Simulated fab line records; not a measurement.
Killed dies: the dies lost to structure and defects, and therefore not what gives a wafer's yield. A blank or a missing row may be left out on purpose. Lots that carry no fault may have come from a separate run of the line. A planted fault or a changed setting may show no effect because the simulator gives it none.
Matching of chambers | flow nand harc | NHARC_P_STI_ETCH_42 on rie diel-08 has 4 sister chambers
The step etches the open film in N2/H2, target depth 80 nm, overetch 24 nm, time 61 s. 14 wafers are shown with their chamber, then 7 later ones without.

## EACH WAFER AND ITS CHAMBER
wafer  | chamber | showerhead plenum p Torr (Torr) | drypump motor current A (A) | rf vpp V (V)
L078.2 | 3       | 1.93                            | 5.3                         | 427
L078.3 | 0       | 1.99                            | 5.9                         | 428
L078.6 | 3       | 1.93                            | 5.3                         | 428
L079.1 | 1       | 2.17                            | 5.8                         | 433
L079.2 | 3       | 1.93                            | 5.2                         | 428
L079.6 | 2       | 1.92                            | 6.1                         | 429
L081.1 | 0       | 1.98                            | 5.9                         | 430
L081.4 | 2       | 1.92                            | 6.0                         | 427
L081.6 | 2       | 1.92                            | 6.1                         | 427
L083.2 | 1       | 2.17                            | 5.8                         | 433
L083.4 | 2       | 1.92                            | 6.0                         | 428
L083.6 | 0       | 1.98                            | 5.9                         | 431
L086.2 | 1       | 2.17                            | 5.8                         | 434
L086.3 | 0       | 1.98                            | 5.9                         | 428

SIGNATURES (means of the wafers above)
reading                  | chamber 0 | chamber 1 | chamber 2 | chamber 3 | scatter within a chamber
showerhead plenum p Torr | 1.9825    | 2.1700    | 1.9200    | 1.9300    | 0.00274
drypump motor current A  | 5.900     | 5.800     | 6.050     | 5.267     | 0.0408
rf vpp V                 | 429.25    | 433.33    | 427.75    | 427.67    | 1.04
Rule: distance of a wafer from a chamber = root of the sum over the readings of ((wafer's reading minus chamber's mean) / reading's scatter) squared. The wafer belongs to the nearest chamber; if the next one is less than 2 further off, it can't be placed. How the scatter is found: for the shown wafers, subtract from each reading the mean of its chamber, square and add these, divide the total by (wafers less chambers), then take the root.

## WAFERS WHOSE CHAMBER IS MISSING
wafer  | showerhead plenum p Torr (Torr) | drypump motor current A (A) | rf vpp V (V)
L086.4 | 1.93                            | 5.3                         | 427
L090.1 | 2.17                            | 5.8                         | 434
L090.4 | 1.92                            | 6.0                         | 427
L090.6 | 1.92                            | 6.0                         | 429
L092.3 | 2.17                            | 5.8                         | 435
L092.4 | 1.93                            | 5.3                         | 427
L092.5 | 2.17                            | 5.8                         | 434

## WHICH CHAMBER EACH WENT THROUGH
wafer  | from the rows above | in truth
L086.4 | 3                   | 3
L090.1 | 1                   | 1
L090.4 | 2                   | 2
L090.6 | 2                   | 2
L092.3 | 1                   | 1
L092.4 | 3                   | 3
L092.5 | 1                   | 1
Correctly placed: 7 of 7. Can't be placed from these rows: 0. Number placed wrongly: 0.
